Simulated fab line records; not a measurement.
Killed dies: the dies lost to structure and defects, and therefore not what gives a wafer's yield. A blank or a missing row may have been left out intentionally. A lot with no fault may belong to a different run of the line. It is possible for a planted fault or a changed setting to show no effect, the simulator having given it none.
fab line records	flow n5_finfet	part 1 of 2: steps 1 to 4 of 6
[record] lots = 19	wafers = 57	last_day = 18
route steps=1938 shown ILD0@335 SDB@360 DUMMY_REMOVAL@377 HKMG_FIN@387
lots untouched by any fault: they come from a run of this same line in which no faults occurred
start_h: the number of hours between the record's first day and the start of the first shown wafer of the lot	wait_h: time in hours since the lot's previous step	" unchanged from the row above	L1.1+2: a row that stands for several wafers	- either no value or no given start	* or withheld: withheld	< > ~ a bound
route shown NAME@n: a module of which the file shows steps, and the number in the route of the first	usual: mean and standard deviation over wafers with no fault	same: alike in all rows	chamber/n: place in a boat	sites: per-site readings	_std_site: standard deviation across them	_edge_site: mean of outer sites minus mean of inner sites	radius_mm: how far each site lies from the wafer's centre	mask NAME#n: copy n	behind: the most recent tool/chamber to have shaped the wafer	hold: why the lot went on hold/how many hours it stayed there/how the hold came to an end	device: the n, p or np transistor that did not switch	end of line: tests of these same wafers at the route's end	a step without rows: its recipe alone	killed: count of dies lost to structure and defects at first sort (not the wafer's yield)	map: the dies of a wafer, with x for killed, . for not killed, _ for no die there
set.NAME: the run value of the setting; set.NAME@STEP: its run value at that earlier step	model.NAME: the simulator's own value behind a step, which no gauge read
steps of the route over a sample of lots; a table a step, a row a wafer
services: a tool's chamber out of use, with start hour (start_h, from the record's first day; less than 0 if before it), hours out, and reason
[[steps]]
[step N5_ILD0_LINER_00]
[recipe] material = SiNx	target_thk_a = 40	temp_c = 400	ald_precursor_family = SiH2I2	ald_co_reactant = N2/H2-plasma	pulse_time_s = 1	purge_time_s = 2	co_reactant_purge_time_s = 2	ald_cycles = 80	pressure_torr = 2
[usual] heater_power_outer_w = 526/83	heater_power_w = 860/110	precursor_pulse_height_rel = 0.998/0.022
lot.wafer	tool	chamber	start_h	wait_h	heater_power_outer_w	heater_power_w	precursor_pulse_height_rel
L074.1	ald_sin-01	1	57.18	0.3	592	1007	0.995
L074.2	"	0	"	"	482	801	1.014
L074.3	"	3	"	"	559	923	0.987
L075.1	ald_sin-04	0	63.08	0.0	467	817	1.001
L075.5	"	3	"	"	588	937	1.023
L075.6	"	0	"	"	463	822	1.011
L076.1	ald_sin-02	0	70.13	0.3	526	837	1.022
L076.3	"	3	"	"	641	981	1.016
L076.4	"	2	"	"	454	745	0.991
L077.1	ald_sin-02	0	74.36	0.0	563	830	1.016
L077.5	"	3	"	"	628	975	1.009
L077.6	"	0	"	"	555	859	0.997
L079.2	ald_sin-04	1	86.70	0.0	401	703	1.008
L079.3	"	3	"	"	597	945	1.006
L079.4	"	0	"	"	474	811	0.966
L080.1	ald_sin-02	3	95.37	0.7	627	980	0.957
L080.3	"	1	"	"	445	735	0.992
L080.5	"	2	"	"	438	760	1.010
L081.1	ald_sin-02	2	101.84	0.0	453	743	0.990
L081.4	"	3	"	"	617	975	0.977
L081.6	"	1	"	"	450	730	1.001
L082.1	ald_sin-01	2	104.45	0.0	688	1042	1.015
L082.4	"	1	"	"	570	987	1.044
L082.5	"	1	"	"	594	975	0.987
L084.1	ald_sin-02	0	118.90	0.1	557	846	0.976
L084.4	"	3	"	"	641	960	0.993
L084.5	"	2	"	"	459	740	0.995
L085.1	ald_sin-01	1	128.99	0.0	573	980	0.997
L085.4	"	0	"	"	440	749	1.016
L085.6	"	0	"	"	442	739	1.006
L086.1	ald_sin-04	1	130.92	0.2	409	728	0.973
L086.4	"	3	"	"	582	984	1.022
L086.5	"	3	"	"	584	953	0.961
L087.3	ald_sin-04	2	136.77	0.0	591	960	1.030
L087.4	"	0	"	"	468	812	0.986
L087.6	"	3	"	"	581	965	1.005
L088.1	ald_sin-02	0	144.26	0.0	560	859	0.994
L088.2	"	3	"	"	632	976	1.022
L088.6	"	2	"	"	458	765	1.022
L089.1	ald_sin-02	3	149.91	0.0	639	960	1.018
L089.2	"	0	"	"	541	850	0.983
L089.4	"	2	"	"	445	761	1.010
L090.1	ald_sin-02	3	159.29	0.1	642	998	1.030
L090.2	"	2	"	"	461	752	0.990
L090.3	"	0	"	"	541	852	0.993
L091.1	ald_sin-02	1	169.14	0.0	447	724	1.003
L091.4	"	0	"	"	559	845	1.003
L091.6	"	3	"	"	633	977	0.975
L094.1	ald_sin-04	0	178.43	0.0	479	839	1.013
L094.4	"	1	"	"	407	716	1.005
L094.6	"	2	"	"	589	1005	1.005
L096.1	ald_sin-02	3	190.89	0.4	614	962	0.961
L096.2	"	2	"	"	440	759	0.990
L096.5	"	0	"	"	535	814	0.998
L097.1	ald_sin-02	0	198.68	0.0	531	821	0.981
L097.4	"	2	"	"	453	747	1.007
L097.6	"	1	"	"	426	713	1.016
[step N5_SDB_ETCH_17]
[recipe] chemistry = CF4	target = SiARC	target_depth_a = 234	mask_material = CAR-ArF	time_s = 39	ion_energy_ev = 80	pressure_mtorr = 40	source_w = 545	bias_w = 36	Ar_flow_sccm = 100	cf4_flow_sccm = 100	ends = cleared
[usual] chamber_pressure_mTorr = 40.00/0.035	drypump_motor_current_A = 5.8/0.35	etch_rf_on_time_s = 38.9/0.75	oes_product_au = 0.68/0.066	rf_fwd_power_W = 534.2/3	rf_vpp_V = 184.1/1.2	showerhead_plenum_p_Torr = 2.15/0.077	throttle_valve_pct = 15.63/0.25
lot.wafer	tool	chamber	start_h	wait_h	chamber_pressure_mTorr	drypump_motor_current_A	etch_rf_on_time_s	oes_product_au	rf_fwd_power_W	rf_hours_counter_h	rf_vpp_V	showerhead_plenum_p_Torr	throttle_valve_pct
L074.1	rie_diel-03	1	63.93	0.0	39.94	6.3	38.2	0.60	535.2	224	184.2	2.12	15.60
L074.2	"	3	"	"	40.03	5.9	38.3	0.67	531.8	131	182.2	2.07	15.77
L074.3	"	2	"	"	39.98	5.5	37.9	0.69	536.0	104	185.0	2.24	15.85
L075.1	rie_diel-04	3	69.80	0.0	40.01	5.7	38.9	0.81	540.0	1	185.5	2.29	15.58
L075.5	"	3	"	"	39.98	5.7	38.7	0.81	537.8	-	185.1	2.29	15.57
L075.6	"	0	"	"	40.00	5.5	37.9	0.78	531.5	-	185.1	2.10	15.21
L076.1	rie_diel-03	0	76.89	0.0	40.03	5.1	40.3	0.58	531.1	229	183.9	2.11	15.85
L076.3	"	2	"	"	40.04	5.5	38.4	0.69	534.2	110	184.7	2.24	15.88
L076.4	"	0	"	"	40.03	5.1	40.0	0.58	533.3	-	182.8	2.11	15.86
L077.1	rie_diel-03	0	81.12	0.0	40.00	5.1	39.9	0.58	534.1	231	183.2	2.11	15.87
L077.5	"	1	"	"	40.03	6.4	38.9	0.59	535.7	-	183.9	2.11	15.61
L077.6	"	2	"	"	40.00	5.4	38.6	0.68	536.1	-	184.2	2.24	15.88
L079.2	rie_diel-01	1	93.54	0.0	39.99	5.9	38.8	0.60	536.3	201	184.2	2.12	15.66
L079.3	"	3	"	"	40.02	5.7	37.7	0.69	531.8	93	184.5	2.08	15.73
L079.4	"	2	"	"	40.02	6.2	40.1	0.62	536.3	177	183.7	2.13	15.49
L080.1	rie_diel-04	0	102.36	0.0	40.02	5.5	38.0	0.76	529.2	45	183.4	2.10	15.22
L080.3	"	2	"	"	40.01	5.6	39.4	0.65	532.3	153	184.9	2.23	15.98
L080.5	"	2	"	"	40.07	5.6	39.3	0.66	530.4	-	185.0	2.23	15.98
L081.1	rie_diel-01	1	108.64	0.0	40.04	6.0	38.8	0.60	537.2	206	184.2	2.12	15.68
L081.4	"	2	"	"	40.02	6.2	39.9	0.61	536.7	182	182.3	2.13	15.51
L081.6	"	1	"	"	40.02	5.9	39.1	0.60	534.0	-	184.1	2.12	15.67
L082.1	rie_diel-04	1	111.33	0.0	40.01	6.2	39.3	0.75	531.9	27	185.6	2.28	15.48
L082.4	"	3	"	"	40.04	5.6	39.1	0.77	534.3	14	185.2	2.28	15.59
L082.5	"	1	"	"	40.00	6.2	39.3	0.75	531.7	-	184.2	2.28	15.50
L084.1	rie_diel-03	3	127.45	0.0	40.03	5.9	38.2	0.68	536.7	145	182.1	2.07	15.79
L084.4	"	2	"	"	39.98	5.5	38.4	0.68	535.6	126	187.1	2.23	15.90
L084.5	"	0	"	"	39.94	5.1	39.9	0.57	531.2	-	183.2	2.11	15.89
L085.1	rie_diel-04	3	135.86	0.0	39.97	5.6	39.4	0.74	538.5	23	186.2	2.28	15.61
L085.4	"	1	"	"	39.96	6.2	38.9	0.74	533.2	34	184.9	2.27	15.52
L085.6	"	3	"	"	39.96	5.6	39.2	0.75	539.9	-	186.4	2.28	15.62
L086.1	rie_diel-01	0	138.01	0.0	40.01	6.1	39.1	0.71	531.5	84	183.8	2.07	15.23
L086.4	"	1	"	"	40.01	5.9	38.5	0.60	535.9	215	181.5	2.12	15.71
L086.5	"	2	"	"	39.99	6.2	39.6	0.61	536.6	-	183.8	2.13	15.53
L087.3	rie_diel-03	0	143.70	0.0	39.97	5.1	40.2	0.56	535.8	252	183.5	2.11	15.89
L087.4	"	3	"	"	39.96	5.9	39.0	0.66	532.7	-	184.3	2.07	15.79
L087.6	"	2	"	"	39.98	5.5	39.2	0.66	536.5	-	185.2	2.23	15.91
L088.1	rie_diel-03	3	151.13	0.0	39.96	5.9	38.5	0.66	532.1	154	182.9	2.06	15.81
L088.2	"	2	"	"	40.03	5.4	38.6	0.67	537.5	135	185.2	2.23	15.90
L088.6	"	0	"	"	40.02	5.1	40.0	0.57	533.7	-	185.0	2.11	15.90
L089.1	rie_diel-04	2	157.22	0.0	40.03	5.6	39.3	0.65	533.4	169	184.9	2.22	16.00
L089.2	"	3	"	"	39.93	5.6	39.2	0.74	539.5	30	185.6	2.27	15.64
L089.4	"	3	"	"	39.96	5.7	39.4	0.73	539.8	-	185.6	2.27	15.62
L090.1	rie_diel-01	1	166.12	0.0	40.02	6.0	38.7	0.59	536.0	225	182.7	2.11	15.71
L090.2	"	0	"	"	40.01	6.1	38.7	0.72	534.4	92	181.4	2.07	15.24
L090.3	"	3	"	"	40.00	5.7	37.5	0.67	530.1	115	182.5	2.07	15.80
L091.1	rie_diel-03	1	175.86	0.0	40.02	6.4	38.1	0.82	531.8	6	184.6	2.11	15.19
L091.4	"	2	"	"	39.96	5.5	38.8	0.65	539.2	-	185.8	2.23	15.94
L091.6	"	1	"	"	40.03	6.4	38.2	0.81	533.2	-	184.6	2.11	15.20
L094.1	rie_diel-03	0	185.28	0.0	39.97	5.1	38.5	0.82	531.4	1	183.2	2.10	15.41
L094.4	"	3	"	"	40.00	5.9	38.3	0.66	534.6	166	183.2	2.06	15.85
L094.6	"	2	"	"	40.05	5.5	38.9	0.65	537.7	-	183.9	2.22	15.95
L096.1	rie_diel-01	1	197.84	0.0	40.02	5.9	39.1	0.58	536.0	237	182.8	2.11	15.73
L096.2	"	3	"	"	39.95	5.7	37.5	0.66	532.2	126	182.5	2.07	15.80
L096.5	"	0	"	"	40.00	6.1	39.2	0.70	531.4	-	183.9	2.07	15.26
L097.1	rie_diel-04	0	205.43	0.0	40.01	5.5	37.7	0.72	532.3	83	182.1	2.08	15.30
L097.4	"	1	"	"	39.97	6.2	38.8	0.72	529.4	46	185.3	2.27	15.54
L097.6	"	0	"	"	39.97	5.5	37.6	0.72	532.9	-	183.9	2.08	15.31
[step N5_SDB_ETCH_18]
[recipe] chemistry = N2/H2	target = SOC	target_depth_a = 1000	overetch_a = 200	mask_material = SiARC	temp_c = 40	time_s = 150	ion_energy_ev = 200	pressure_mtorr = 30	source_w = 840	bias_w = 150	n2_flow_sccm = 200	h2_flow_sccm = 200
[usual] chamber_pressure_mTorr = 29.996/0.028	drypump_motor_current_A = 5.8/0.35	h2_flow_sccm = 200.1/0.61	oes_product_au = 0.71/0.066	rf_fwd_power_W = 836.6/2.8	rf_vpp_V = 524.2/2.7	showerhead_plenum_p_Torr = 2.55/0.094	throttle_valve_pct = 17.85/0.24
lot.wafer	tool	chamber	start_h	wait_h	chamber_pressure_mTorr	drypump_motor_current_A	h2_flow_sccm	oes_product_au	rf_fwd_power_W	rf_hours_counter_h	rf_vpp_V	showerhead_plenum_p_Torr	throttle_valve_pct
L074.1	rie_diel-03	1	63.97	0.0	29.993	6.3	199.2	0.63	837.0	224	523.9	2.52	17.79
L074.2	"	3	"	"	30.000	5.9	200.8	0.70	836.4	131	521.0	2.45	18.06
L074.3	"	2	"	"	29.958	5.5	201.0	0.72	838.0	104	527.2	2.67	18.05
L075.1	rie_diel-04	3	69.84	0.0	29.978	5.7	199.7	0.85	837.2	1	528.5	2.71	17.72
L075.5	"	3	"	"	29.934	5.6	199.5	0.84	834.1	-	528.2	2.71	17.71
L075.6	"	0	"	"	29.989	5.5	199.8	0.80	832.9	-	522.2	2.48	17.39
L076.1	rie_diel-03	0	76.93	0.0	29.993	5.1	200.3	0.61	833.4	229	523.6	2.51	18.09
L076.3	"	2	"	"	29.986	5.5	199.4	0.71	838.4	110	528.3	2.67	18.05
L076.4	"	0	"	"	30.013	5.1	201.0	0.62	837.3	-	522.5	2.51	18.09
L077.1	rie_diel-03	0	81.16	0.0	30.007	5.1	199.3	0.62	838.5	231	522.8	2.51	18.10
L077.5	"	1	"	"	30.054	6.3	200.8	0.61	833.3	-	524.0	2.51	17.79
L077.6	"	2	"	"	29.914	5.4	200.5	0.71	839.0	-	527.5	2.67	18.06
L079.2	rie_diel-01	1	93.57	0.0	30.018	6.0	199.5	0.63	833.4	201	523.7	2.53	17.84
L079.3	"	3	"	"	29.947	5.7	200.5	0.72	837.7	93	521.8	2.46	17.96
L079.4	"	2	"	"	30.029	6.2	200.4	0.66	840.6	177	523.1	2.53	17.74
L080.1	rie_diel-04	0	102.40	0.0	29.926	5.5	199.7	0.78	834.5	45	523.0	2.48	17.41
L080.3	"	2	"	"	30.005	5.6	200.3	0.69	834.9	153	527.0	2.64	18.13
L080.5	"	2	"	"	30.031	5.6	200.7	0.70	830.6	-	526.7	2.64	18.11
L081.1	rie_diel-01	1	108.68	0.0	30.001	6.0	200.1	0.63	834.1	206	523.4	2.53	17.84
L081.4	"	2	"	"	29.988	6.2	200.0	0.66	836.8	182	523.2	2.53	17.76
L081.6	"	1	"	"	29.990	6.0	199.5	0.63	834.6	-	522.4	2.53	17.84
L082.1	rie_diel-04	1	111.36	0.0	29.970	6.2	200.5	0.79	832.1	27	528.8	2.71	17.83
L082.4	"	3	"	"	30.026	5.6	200.7	0.80	836.7	14	526.8	2.70	17.72
L082.5	"	1	"	"	30.008	6.2	200.7	0.78	830.8	-	528.4	2.71	17.83
L084.1	rie_diel-03	3	127.49	0.0	30.037	5.9	199.6	0.70	835.3	145	521.6	2.45	18.10
L084.4	"	2	"	"	30.019	5.5	200.0	0.70	837.0	126	528.3	2.66	18.08
L084.5	"	0	"	"	30.033	5.1	201.1	0.61	840.9	-	522.8	2.51	18.12
L085.1	rie_diel-04	3	135.90	0.0	29.947	5.7	199.4	0.78	839.4	23	526.7	2.70	17.76
L085.4	"	1	"	"	29.986	6.2	200.3	0.78	834.4	34	528.7	2.71	17.85
L085.6	"	3	"	"	29.990	5.7	199.6	0.79	840.1	-	529.0	2.70	17.76
L086.1	rie_diel-01	0	138.04	0.0	29.980	6.1	200.8	0.75	834.7	84	522.6	2.46	17.57
L086.4	"	1	"	"	30.029	6.0	200.9	0.62	834.9	215	523.6	2.52	17.85
L086.5	"	2	"	"	30.002	6.2	198.7	0.65	840.4	-	523.8	2.52	17.77
L087.3	rie_diel-03	0	143.74	0.0	29.949	5.1	200.6	0.61	834.7	252	522.5	2.51	18.12
L087.4	"	3	"	"	30.006	5.9	200.6	0.69	835.6	-	521.1	2.44	18.12
L087.6	"	2	"	"	30.040	5.5	199.5	0.69	837.9	-	527.8	2.66	18.09
L088.1	rie_diel-03	3	151.16	0.0	30.058	6.0	198.7	0.69	836.7	154	521.8	2.44	18.12
L088.2	"	2	"	"	29.988	5.5	199.8	0.70	836.6	135	527.2	2.66	18.09
L088.6	"	0	"	"	29.998	5.1	198.6	0.61	835.7	-	522.7	2.50	18.13
L089.1	rie_diel-04	2	157.25	0.0	30.005	5.6	200.1	0.68	835.4	169	525.2	2.63	18.14
L089.2	"	3	"	"	29.973	5.7	201.1	0.77	843.3	30	528.3	2.69	17.79
L089.4	"	3	"	"	30.019	5.7	200.8	0.77	841.0	-	527.7	2.69	17.75
L090.1	rie_diel-01	1	166.16	0.0	30.025	6.0	200.1	0.61	837.9	225	522.0	2.52	17.85
L090.2	"	0	"	"	29.961	6.1	199.5	0.75	837.4	92	521.7	2.46	17.56
L090.3	"	3	"	"	29.997	5.8	200.1	0.69	835.6	115	522.0	2.45	18.01
L091.1	rie_diel-03	1	175.89	0.0	30.016	6.3	201.4	0.84	838.8	6	523.1	2.50	17.41
L091.4	"	1	"	"	29.994	6.4	200.0	0.84	840.5	-	524.6	2.50	17.42
L091.6	"	1	"	"	29.984	6.4	200.9	0.85	839.9	-	523.8	2.50	17.42
L094.1	rie_diel-03	0	185.32	0.0	30.013	5.1	199.3	0.86	838.6	2	522.1	2.50	17.69
L094.4	"	3	"	"	29.972	5.9	199.5	0.68	837.6	166	520.5	2.44	18.12
L094.6	"	2	"	"	29.973	5.5	200.1	0.68	839.9	-	527.6	2.65	18.12
L096.1	rie_diel-01	1	197.88	0.0	29.996	5.9	200.3	0.61	832.4	237	522.5	2.51	17.88
L096.2	"	3	"	"	29.959	5.7	199.7	0.68	836.6	126	521.3	2.45	18.03
L096.5	"	0	"	"	29.969	6.0	200.2	0.74	834.4	-	522.0	2.45	17.59
L097.1	rie_diel-04	0	205.46	0.0	29.988	5.5	199.2	0.74	840.7	83	521.2	2.46	17.48
L097.4	"	1	"	"	29.983	6.2	199.2	0.76	832.1	46	528.0	2.70	17.86
L097.6	"	0	"	"	30.009	5.5	199.7	0.74	834.3	-	522.5	2.46	17.49
[step N5_SDB_CMP_30]
[recipe] stop_on = poly-Si	t_overpolish_s = 1.54	post_cmp_clean = alkaline_brush	down_force_psi = 4.1491	platen_rpm = 51.796	pad_velocity_m_s = 1.0306	target_thk_nm = 30
[usual] motor_current_A = 12.2/1.4	overpolish_run_s = 1.540/0.0085	retaining_ring_pressure_frac = 1.000/0.0048	time_to_endpoint_s = 16.7/1.8
lot.wafer	tool	chamber	start_h	wait_h	motor_current_A	overpolish_run_s	retaining_ring_pressure_frac	time_to_endpoint_s
L074.3	cmp-04	0	67.58	1.4	10.6	1.553	1.003	11.9
L074.2	"	1	"	"	12.5	1.549	0.996	14.7
L074.1	"	3	"	"	11.0	1.527	1.005	13.1
L075.1	cmp-02	3	73.43	1.5	11.5	1.539	0.995	19.4
L075.6	"	0	"	"	10.5	1.542	1.000	15.3
L075.5	"	1	"	"	13.6	1.544	1.004	18.1
L076.4	cmp-02	1	80.42	1.4	13.7	1.536	1.002	17.1
L076.3	"	2	"	"	11.0	1.543	1.000	16.7
L076.1	"	3	"	"	11.8	1.543	1.001	16.6
L077.1	cmp-02	3	84.89	1.4	11.6	1.533	1.005	16.7
L077.5	"	2	"	"	10.6	1.537	1.001	15.6
L077.6	"	3	"	"	11.6	1.553	0.999	16.7
L079.2	cmp-04	1	97.48	1.4	13.5	1.547	1.006	18.6
L079.4	"	3	"	"	11.8	1.553	1.001	17.1
L079.3	"	0	"	"	10.1	1.531	1.002	17.7
L080.3	cmp-02	3	106.02	1.4	11.7	1.530	0.998	18.6
L080.1	"	1	"	"	12.4	1.547	1.003	18.0
L080.5	"	3	"	"	11.3	1.529	1.003	20.3
L081.1	cmp-02	3	113.14	1.4	12.1	1.549	0.999	21.4
L081.4	"	0	"	"	10.5	1.533	0.992	17.0
L081.6	"	2	"	"	10.7	1.531	1.004	16.0
L082.1	cmp-04	3	115.06	1.4	12.1	1.545	0.996	15.5
L082.4	"	1	"	"	13.0	1.547	1.002	20.4
L082.5	"	3	"	"	11.7	1.542	0.996	17.5
L084.1	cmp-02	2	131.02	1.5	11.2	1.534	1.005	16.8
L084.4	"	3	"	"	12.4	1.547	1.008	15.6
L084.5	"	0	"	"	10.8	1.552	1.003	18.3
L085.4	cmp-03	1	139.44	1.5	11.7	1.540	0.989	15.6
L085.1	"	2	"	"	13.5	1.536	0.997	19.0
L085.6	"	0	"	"	11.9	1.522	0.999	16.4
L086.1	cmp-04	1	141.58	1.5	13.0	1.541	0.999	18.5
L086.4	"	2	"	"	13.9	1.539	1.001	20.9
L086.5	"	0	"	"	11.2	1.541	0.995	18.8
L087.3	cmp-02	3	147.24	1.4	11.7	1.536	0.996	17.9
L087.4	"	1	"	"	13.3	1.538	0.999	14.3
L087.6	"	0	"	"	10.9	1.549	1.002	14.3
L088.1	cmp-03	1	155.09	1.4	11.9	1.553	1.002	14.3
L088.2	"	3	"	"	16.5	1.542	1.005	14.6
L088.6	"	2	"	"	13.6	1.530	1.006	16.8
L089.1	cmp-03	3	161.35	1.4	16.0	1.545	0.989	14.7
L089.2	"	0	"	"	11.6	1.541	1.000	16.2
L089.4	"	1	"	"	12.1	1.551	1.002	17.2
L090.2	cmp-04	1	169.78	1.4	11.9	1.535	1.006	18.4
L090.3	"	2	"	"	13.5	1.533	0.999	17.7
L090.1	"	0	"	"	11.4	1.531	0.995	14.7
L091.4	cmp-04	2	179.92	1.4	14.5	1.524	1.002	19.6
L091.1	"	3	"	"	11.9	1.541	1.006	15.2
L091.6	"	3	"	"	11.8	1.539	1.000	16.6
L094.1	cmp-02	1	189.26	1.4	13.2	1.543	0.996	16.5
L094.4	"	2	"	"	11.0	1.542	1.001	15.4
L094.6	"	0	"	"	11.3	1.544	1.007	14.8
L096.2	cmp-02	0	201.42	1.4	11.3	1.526	0.998	16.6
L096.1	"	1	"	"	12.7	1.543	1.004	18.1
L096.5	"	3	"	"	11.6	1.560	0.997	19.6
L097.4	cmp-04	0	208.96	1.4	11.7	1.524	0.999	14.9
L097.1	"	2	"	"	13.7	1.547	1.001	17.4
L097.6	"	0	"	"	11.3	1.533	1.007	17.0
